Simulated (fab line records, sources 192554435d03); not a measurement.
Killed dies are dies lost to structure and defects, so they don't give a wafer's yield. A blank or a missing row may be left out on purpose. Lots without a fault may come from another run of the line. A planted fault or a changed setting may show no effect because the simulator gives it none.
fab line records | flow n5_finfet
record lots=9 wafers=25 last_day=19
route steps=1938 shown BEOL_M2@920 BEOL_M3@947 BEOL_M4@1111
lots that met no fault: from a run of the same line without faults
start_h: hours from the record's first day to the start of the lot's first wafer shown | wait_h: hours since the lot's step before | " the same as in the row above | L1.1+2: a row that stands for several wafers | - no value, or no start given | * or withheld: withheld | < > ~ a bound
route shown NAME@n: a module of which the file shows steps, and the number in the route of the first | usual: mean/standard deviation of fault-free wafers | same: alike in all rows | chamber/n: place in a boat | sites: the reading at each site | _std_site: their standard deviation | _edge_site: outer sites' mean less inner sites' | radius_mm: how far each site lies from the wafer's centre | mask NAME#n: copy n | behind: the tool/chamber that last shaped the wafer | hold: why the lot was held/for how many hours/how that ended | device: the transistor (n, p or np) that didn't switch | end of line: the same wafers' tests at the end of the route | a step without rows: its recipe alone | killed: dies lost to structure and defects at the first sort, not the wafer's yield | map: a wafer's dies, x killed, . not, _ none there
set.NAME: the setting as run; set.NAME@STEP: as run at that earlier step | model.NAME: the simulator's own value behind a step, which no gauge read
steps of the route over a sample of lots; a table a step, a row a wafer
services: from which hour (start_h, from the record's first day; less than 0 if before it) a tool's chamber was out of use, for how many hours, and why
## steps
# step N5_BEOL_M2_SPUTTER_96
# recipe material=Cu target_thk_a=45 temp_c=-20 chamber_pressure_pa=0.07 power_w=withheld time_s=8.29
# usual substrate_temp_c=-19.98/0.11 throttle_valve_pct=30.1/0.97
# columns lot.wafer tool chamber start_h wait_h substrate_temp_c throttle_valve_pct
L888.2 pvd_sputter-03 - 154.96 0.1 -20.01 28.6
L888.3 " - " " -19.98 30.8
L888.5 " - " " -20.00 28.4
L889.1 pvd_sputter-03 - 166.18 0.1 -19.97 30.5
L889.2 " - " " -19.98 31.0
L889.6 " - " " -20.07 29.9
L893.5 pvd_sputter-03 - 204.03 0.0 -19.90 28.6
L893.6 " - " " -19.96 30.9
L897.1 pvd_sputter-03 - 231.39 0.1 -20.09 30.7
L897.5 " - " " -19.89 29.9
L897.6 " - " " -20.04 30.7
L904.1 pvd_sputter-03 - 247.28 0.1 -20.13 30.0
L904.4 " - " " -20.10 29.7
L904.6 " - " " -20.12 30.9
L903.3 pvd_sputter-01 - 255.91 0.1 -19.98 29.3
L903.5 " - " " -20.07 28.9
L905.2 pvd_sputter-03 - 263.32 0.1 -20.04 29.7
L905.3 " - " " -19.92 31.2
L905.6 " - " " -20.15 30.2
L907.1 pvd_sputter-02 - 276.12 0.1 -20.03 31.2
L907.2 " - " " -19.91 29.7
L907.5 " - " " -20.07 31.2
L910.1 pvd_sputter-03 - 305.01 0.1 -19.93 30.4
L910.3 " - " " -20.15 29.7
L910.6 " - " " -20.03 29.8
# step N5_BEOL_M3_DESCUM_16
# recipe chemistry=O2 time_s=7 source_power_w=50 bias_power_w=20 pressure_mtorr=20 rf_frequency_hz=2.712e+07 temp_c=40 resist=CAR-EUV o2_flow_sccm=225
# usual drypump_motor_current_A=5.8/0.54 oes_product_au=0.76/0.071 rf_vpp_V=243.2/1.4 showerhead_plenum_p_Torr=2.10/0.071 throttle_valve_pct=20.52/0.27
# columns lot.wafer tool chamber start_h wait_h drypump_motor_current_A oes_product_au rf_hours_counter_h rf_vpp_V showerhead_plenum_p_Torr throttle_valve_pct
L888.2 rie_diel-01 3 156.98 0.0 6.2 0.74 166 243.8 2.18 20.27
L888.3 " 0 " " 6.2 0.68 249 242.9 2.06 20.33
L888.5 " 1 " " 6.3 0.72 - 241.6 1.98 20.54
L889.1 rie_diel-03 0 168.33 0.2 5.0 0.73 154 242.6 2.10 20.84
L889.2 " 3 " " 6.3 0.85 61 243.7 2.05 20.39
L889.6 " 0 " " 5.0 0.73 - 244.1 2.10 20.83
L893.5 rie_diel-01 1 205.92 0.0 6.2 0.71 - 241.2 1.98 20.56
L893.6 " 2 " " 5.7 0.75 - 243.8 2.15 20.51
L897.1 rie_diel-03 1 235.26 0.0 6.1 0.72 210 244.6 2.18 20.71
L897.5 " 2 " " 4.7 0.74 - 244.0 2.18 20.91
L897.6 " 3 " " 6.4 0.82 - 240.8 2.04 20.43
L904.1 rie_diel-01 2 253.06 0.1 5.7 0.74 186 244.6 2.15 20.52
L904.4 " 1 " " 6.2 0.69 211 241.8 1.97 20.59
L904.6 " 3 " " 6.2 0.73 - 244.1 2.18 20.29
L903.3 rie_diel-03 3 258.74 0.0 6.4 0.82 86 242.8 2.04 20.44
L903.5 " 2 " " 4.7 0.75 - 244.4 2.18 20.90
L905.2 rie_diel-03 2 265.40 0.0 4.7 0.74 172 244.9 2.18 20.91
L905.3 " 0 " " 5.0 0.71 180 243.4 2.09 20.87
L905.6 " 0 " " 5.0 0.70 - 243.1 2.09 20.87
L907.1 rie_diel-01 1 280.65 0.1 6.2 0.69 219 240.7 1.97 20.60
L907.2 " 2 " " 5.7 0.73 196 245.8 2.15 20.54
L907.5 " 2 " " 5.7 0.72 - 244.0 2.15 20.55
L910.1 rie_diel-04 1 308.82 0.0 6.1 0.76 158 241.6 2.00 20.76
L910.3 " 3 " " 5.9 0.72 207 242.9 2.06 20.54
L910.6 " 0 " " 5.9 0.67 - 243.4 2.14 20.33
# step N5_BEOL_M3_ETCH_74
# recipe chemistry=N2/H2 target=underlayer target_depth_a=65 mask_material=CAR-EUV time_s=5.2 ion_energy_ev=200 pressure_mtorr=30 source_w=840 bias_w=150 n2_flow_sccm=200 h2_flow_sccm=200 ends=cleared
# usual drypump_motor_current_A=5.8/0.54 etch_rf_on_time_s=5.19/0.17 oes_product_au=0.65/0.061 rf_vpp_V=524.1/2.6 showerhead_plenum_p_Torr=2.56/0.08 throttle_valve_pct=17.96/0.29
# columns lot.wafer tool chamber start_h wait_h drypump_motor_current_A etch_rf_on_time_s oes_product_au rf_hours_counter_h rf_vpp_V showerhead_plenum_p_Torr throttle_valve_pct
L888.2 rie_diel-01 3 157.02 0.0 6.2 4.88 0.66 166 525.5 2.66 17.79
L888.3 " 0 " " 6.1 5.35 0.58 249 523.6 2.51 17.75
L888.5 " 1 " " 6.2 5.18 0.61 - 520.9 2.44 18.16
L889.1 rie_diel-03 0 168.36 0.0 5.0 5.17 0.63 154 523.4 2.56 18.25
L889.2 " 3 " " 6.4 4.94 0.74 61 522.3 2.47 17.66
L889.6 " 0 " " 5.0 5.19 0.63 - 524.6 2.56 18.25
L893.5 rie_diel-01 1 205.94 0.0 6.3 5.26 0.60 - 519.2 2.44 18.18
L893.6 " 2 " " 5.7 5.29 0.64 - 525.4 2.64 18.02
L897.1 rie_diel-03 1 235.29 0.0 6.1 5.36 0.61 210 526.9 2.63 18.05
L897.5 " 2 " " 4.7 5.30 0.63 - 525.8 2.64 18.17
L897.6 " 3 " " 6.4 4.90 0.72 - 519.2 2.46 17.67
L904.1 rie_diel-01 2 253.09 0.0 5.7 5.22 0.64 186 524.1 2.63 18.05
L904.4 " 1 " " 6.3 5.26 0.59 211 518.3 2.43 18.20
L904.6 " 3 " " 6.2 4.92 0.65 - 527.1 2.65 17.80
L903.3 rie_diel-03 3 258.78 0.0 6.3 3.36 0.92 86 521.9 2.46 17.77
L903.5 " 2 " " 4.7 5.45 0.61 - 528.0 2.64 18.19
L905.2 rie_diel-03 2 265.43 0.0 4.7 5.48 0.62 172 527.4 2.64 18.17
L905.3 " 0 " " 5.0 3.48 0.78 180 522.6 2.55 18.35
L905.6 " 0 " " 5.0 3.46 0.78 - 523.3 2.55 18.34
L907.1 rie_diel-01 1 280.69 0.0 6.2 5.26 0.58 219 521.7 2.43 18.23
L907.2 " 2 " " 5.7 5.32 0.62 196 527.6 2.62 18.05
L907.5 " 2 " " 5.7 5.31 0.63 - 528.7 2.63 18.06
L910.1 rie_diel-04 1 308.85 0.0 6.1 5.21 0.65 158 521.1 2.45 18.45
L910.3 " 3 " " 5.9 5.15 0.61 207 524.7 2.53 18.12
L910.6 " 0 " " 5.9 5.27 0.57 - 523.1 2.61 17.80
# step N5_BEOL_M3_ETCH_63
# recipe chemistry=CF4 target=SiARC target_depth_a=156 mask_material=CAR-EUV time_s=26 ion_energy_ev=80 pressure_mtorr=40 source_w=545 bias_w=36 Ar_flow_sccm=100 cf4_flow_sccm=100 ends=cleared
# usual drypump_motor_current_A=5.8/0.54 etch_rf_on_time_s=26.0/0.83 oes_product_au=0.65/0.061 rf_vpp_V=184.1/1.1 showerhead_plenum_p_Torr=2.15/0.066 throttle_valve_pct=15.68/0.26
# columns lot.wafer tool chamber start_h wait_h drypump_motor_current_A etch_rf_on_time_s oes_product_au rf_hours_counter_h rf_vpp_V showerhead_plenum_p_Torr throttle_valve_pct
L888.2 rie_diel-01 3 157.03 0.0 6.2 24.8 0.66 166 185.0 2.23 15.42
L888.3 " 0 " " 6.2 27.7 0.57 249 184.0 2.10 15.61
L888.5 " 1 " " 6.3 25.9 0.61 - 183.1 2.05 15.84
L889.1 rie_diel-03 0 168.38 0.0 5.0 25.8 0.62 154 183.1 2.14 15.86
L889.2 " 3 " " 6.4 24.7 0.75 61 183.7 2.08 15.44
L889.6 " 0 " " 5.0 25.8 0.63 - 185.0 2.14 15.86
L893.5 rie_diel-01 1 205.97 0.0 6.2 26.1 0.60 - 180.8 2.05 15.85
L893.6 " 2 " " 5.7 26.3 0.64 - 184.8 2.22 15.76
L897.1 rie_diel-03 1 235.31 0.0 6.1 27.0 0.60 210 185.0 2.20 15.82
L897.5 " 2 " " 4.7 26.9 0.64 - 184.8 2.22 16.00
L897.6 " 3 " " 6.4 24.8 0.72 - 183.5 2.08 15.47
L904.1 rie_diel-01 2 253.11 0.0 5.7 26.3 0.63 186 184.2 2.21 15.82
L904.4 " 1 " " 6.3 26.3 0.59 211 183.0 2.04 15.88
L904.6 " 3 " " 6.2 24.7 0.64 - 184.6 2.22 15.48
L903.3 rie_diel-03 3 258.79 0.0 6.4 25.0 0.72 86 182.7 2.07 15.48
L903.5 " 2 " " 4.7 27.1 0.62 - 183.8 2.22 16.01
L905.2 rie_diel-03 2 265.45 0.0 4.7 27.2 0.63 172 184.1 2.22 16.01
L905.3 " 0 " " 5.0 25.8 0.61 180 182.6 2.13 15.93
L905.6 " 0 " " 5.0 26.0 0.61 - 184.9 2.13 15.94
L907.1 rie_diel-01 1 280.71 0.0 6.3 26.0 0.59 219 183.0 2.04 15.90
L907.2 " 2 " " 5.7 26.2 0.63 196 185.0 2.21 15.82
L907.5 " 2 " " 5.7 26.1 0.63 - 185.7 2.21 15.82
L910.1 rie_diel-04 1 308.87 0.0 6.1 26.6 0.64 158 181.8 2.05 15.96
L910.3 " 3 " " 5.9 26.2 0.61 207 184.5 2.11 15.81
L910.6 " 0 " " 5.9 26.8 0.56 - 184.0 2.20 15.60
# step N5_BEOL_M4_RC_MEAS_101
# usual DIBL_N=36.0/1.6 DIBL_P=35.8/2 IOFF_N=0.152/0.03 IOFF_P=0.20/0.031 ION_N=670/12 ION_P=459/7.4 SS_N=71.5/0.56 SS_P=73.2/0.64 VT_N=251/3.5 VT_P=-252/3.3
# columns lot.wafer tool chamber start_h wait_h DIBL_N[mV/V] DIBL_P[mV/V] IOFF_N[nA/um] IOFF_P[nA/um] ION_N[uA/um] ION_P[uA/um] SS_N[mV/dec] SS_P[mV/dec] VT_N[mV] VT_P[mV]
L888.2 prober-02 0 203.82 0.2 36.7 35.8 0.154 0.20 674 462 72.0 73.0 251 -253
L888.3 " 0 " " 36.7 35.5 0.141 0.19 657 454 71.0 73.0 254 -254
L888.5 " 0 " " 33.5 31.3 0.101 0.15 650 450 71.0 72.1 255 -256
L889.1 prober-02 0 205.93 0.0 37.0 37.4 0.162 0.21 683 468 70.9 74.1 248 -250
L889.2 " 0 " " 35.3 34.5 0.136 0.17 675 464 71.0 72.6 249 -253
L889.6 " 0 " " 35.9 34.9 0.135 0.18 659 451 70.8 73.1 252 -255
L893.5 prober-02 0 239.46 0.6 36.8 37.0 0.170 0.20 665 449 71.2 73.4 247 -253
L893.6 " 0 " " 34.7 35.1 0.134 0.18 667 457 71.4 73.4 253 -252
L897.1 prober-02 0 252.74 0.0 35.8 35.9 0.134 0.17 677 452 71.8 72.7 252 -258
L897.5 " 0 " " 35.1 35.9 0.132 0.18 669 467 71.2 72.4 252 -256
L897.6 " 0 " " 36.3 36.2 0.141 0.17 662 451 71.6 73.2 253 -258
L904.1 prober-02 0 291.84 0.0 36.2 34.5 0.148 0.18 684 464 71.2 72.7 248 -255
L904.4 " 0 " " 37.3 34.6 0.146 0.17 674 447 71.6 72.7 254 -255
L904.6 " 0 " " 34.6 32.2 0.120 0.16 660 449 70.6 72.4 253 -256
L905.2 prober-02 0 294.19 0.2 35.6 35.8 0.151 0.20 687 469 71.3 73.7 250 -250
L905.3 " 0 " " 35.3 35.7 0.146 0.20 674 461 70.9 73.4 248 -251
L905.6 " 0 " " 36.1 35.7 0.150 0.20 673 459 71.2 72.6 249 -249
L903.3 prober-01 0 302.26 0.3 34.9 35.4 0.150 0.18 691 471 71.1 72.9 247 -252
L903.5 " 0 " " 34.7 34.2 0.131 0.16 664 449 70.7 72.5 250 -255
L907.1 prober-02 0 328.96 0.0 35.5 33.7 0.136 0.21 674 473 70.9 72.8 254 -250
L907.2 " 0 " " 36.1 34.1 0.144 0.21 661 459 71.4 73.5 251 -246
L907.5 " 0 " " 35.4 33.8 0.135 0.20 664 459 71.3 73.4 251 -247
L910.1 prober-02 0 347.34 0.0 34.3 34.4 0.129 0.17 655 454 70.4 72.7 250 -253
L910.3 " 0 " " 31.8 30.1 0.087 0.11 632 435 71.7 71.6 259 -261
L910.6 " 0 " " 33.2 32.1 0.113 0.14 658 449 71.2 72.2 255 -258
## services
# columns tool chamber start_h hours kind
rie_diel-01 3 139.01 5.3 repair
pvd_sputter-01 - 143.59 5.2 repair
rie_diel-04 2 153.49 7.9 repair
rie_diel-03 2 154.27 4.0 repair
rie_diel-01 0 162.16 - clean
rie_diel-01 0 162.16 - consumable_replace:focus_ring
rie_diel-01 0 162.16 22.8 scheduled_down
rie_diel-01 0 162.16 22.8 vent_cycle
rie_diel-04 2 172.44 - clean
rie_diel-04 2 172.44 - consumable_replace:focus_ring
rie_diel-01 3 175.59 15.8 repair
rie_diel-03 - 179.33 2.8 pm
rie_diel-04 2 200.78 4.9 repair
rie_diel-04 0 210.17 13.3 repair
rie_diel-01 3 288.09 4.2 repair
## key
first_sign step=N5_BEOL_M3_ETCH_74 reading=etch_rf_on_time_s direction=down sigmas=10 usual=* struck=*
effect step=N5_BEOL_M3_ETCH_74 reading=oes_product_au direction=up sigmas=2.9 usual=0.65 struck=0.83
met_at N5_BEOL_M3_ETCH_74
struck_lots L903,L905
struck_wafers L903.3,L905.3,L905.6
not_acting_at N5_BEOL_M2_SPUTTER_96,N5_BEOL_M3_DESCUM_16,N5_BEOL_M3_ETCH_63
onset_between 235.29 258.78
fault kind=process_parameter_drift tool=rie_diel-03 chamber=- onset_h=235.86 steps=N5_BEOL_M3_ETCH_74 channel=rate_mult offset=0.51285 shape=step end_h=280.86 scope=struck_wafers_only
